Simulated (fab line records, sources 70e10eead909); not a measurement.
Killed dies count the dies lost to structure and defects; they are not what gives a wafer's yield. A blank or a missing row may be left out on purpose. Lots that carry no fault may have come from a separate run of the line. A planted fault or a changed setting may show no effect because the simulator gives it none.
Chamber matching | flow nand harc | 4 sister chambers for NHARC_A_STAIRCASE_DESCUM_219 on rie diel-09
The step chemistry O2, time 3 s. 16 wafers are shown with their chamber, then 8 later ones without.

== WAFERS WITH THEIR CHAMBER ==
wafer  | chamber | showerhead plenum p Torr (Torr) | oes product au (a.u.) | rf vpp V (V)
L080.1 | 1       | 1.92                            | 1.003                 | 58.1
L080.5 | 0       | 1.94                            | 1.006                 | 58.3
L080.6 | 1       | 1.92                            | 1.015                 | 57.7
L085.1 | 2       | 1.80                            | 1.008                 | 58.0
L085.3 | 0       | 1.93                            | 1.001                 | 57.5
L085.4 | 3       | 1.90                            | 0.990                 | 56.4
L086.1 | 0       | 1.93                            | 0.996                 | 57.6
L086.3 | 3       | 1.90                            | 0.995                 | 56.7
L086.4 | 1       | 1.91                            | 1.010                 | 57.7
L091.1 | 1       | 1.91                            | 0.996                 | 57.7
L091.3 | 2       | 1.80                            | 1.003                 | 57.2
L091.6 | 2       | 1.80                            | 1.006                 | 58.1
L092.1 | 2       | 1.80                            | 1.001                 | 58.2
L092.2 | 0       | 1.92                            | 0.996                 | 58.9
L092.3 | 3       | 1.90                            | 0.994                 | 57.7
L095.1 | 1       | 1.91                            | 1.007                 | 58.4

SIGNATURES (averages over the wafers above)
reading                  | chamber 0 | chamber 1 | chamber 2 | chamber 3 | scatter within a chamber
showerhead plenum p Torr | 1.9300    | 1.9140    | 1.8000    | 1.9000    | 0.00516
oes product au           | 0.99975   | 1.00620   | 1.00450   | 0.99300   | 0.00515
rf vpp V                 | 58.075    | 57.920    | 57.875    | 56.933    | 0.52
Rule: a wafer lies at a distance from a chamber equal to the root of the sum of squares, over the readings, of (its reading less the chamber's mean, divided by the reading's scatter). If the next closest chamber is less than 2 further off than the closest, the wafer can't be placed; otherwise it belongs to the closest. How the scatter is found: for the shown wafers, subtract from each reading the mean of its chamber, square and add these, divide the total by (wafers less chambers), then take the root.

== WAFERS WHOSE CHAMBER IS MISSING ==
wafer  | showerhead plenum p Torr (Torr) | oes product au (a.u.) | rf vpp V (V)
L095.3 | 1.79                            | 1.001                 | 58.5
L095.5 | 1.79                            | 0.999                 | 57.8
L095.2 | 1.92                            | 0.990                 | 57.1
L095.4 | 1.89                            | 1.006                 | 58.8
L095.6 | 1.89                            | 1.007                 | 57.7
L097.1 | 1.79                            | 1.012                 | 57.9
L097.4 | 1.90                            | 1.003                 | 56.6
L097.5 | 1.89                            | 0.995                 | 58.7

== EACH ONE'S CHAMBER ==
wafer  | from the rows above          | in truth
L095.3 | 2                            | 2
L095.5 | 2                            | 2
L095.2 | can't be placed: 0 or 1 or 3 | 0
L095.4 | can't be placed: 3 or 1      | 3
L095.6 | can't be placed: 3 or 1      | 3
L097.1 | 2                            | 2
L097.4 | can't be placed: 3 or 1      | 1
L097.5 | can't be placed: 3 or 1      | 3
Correct placement for 3 of the 8. Cannot be placed on the basis of these rows: 5; the candidates contain the true chamber in 5. 0 placed wrongly.
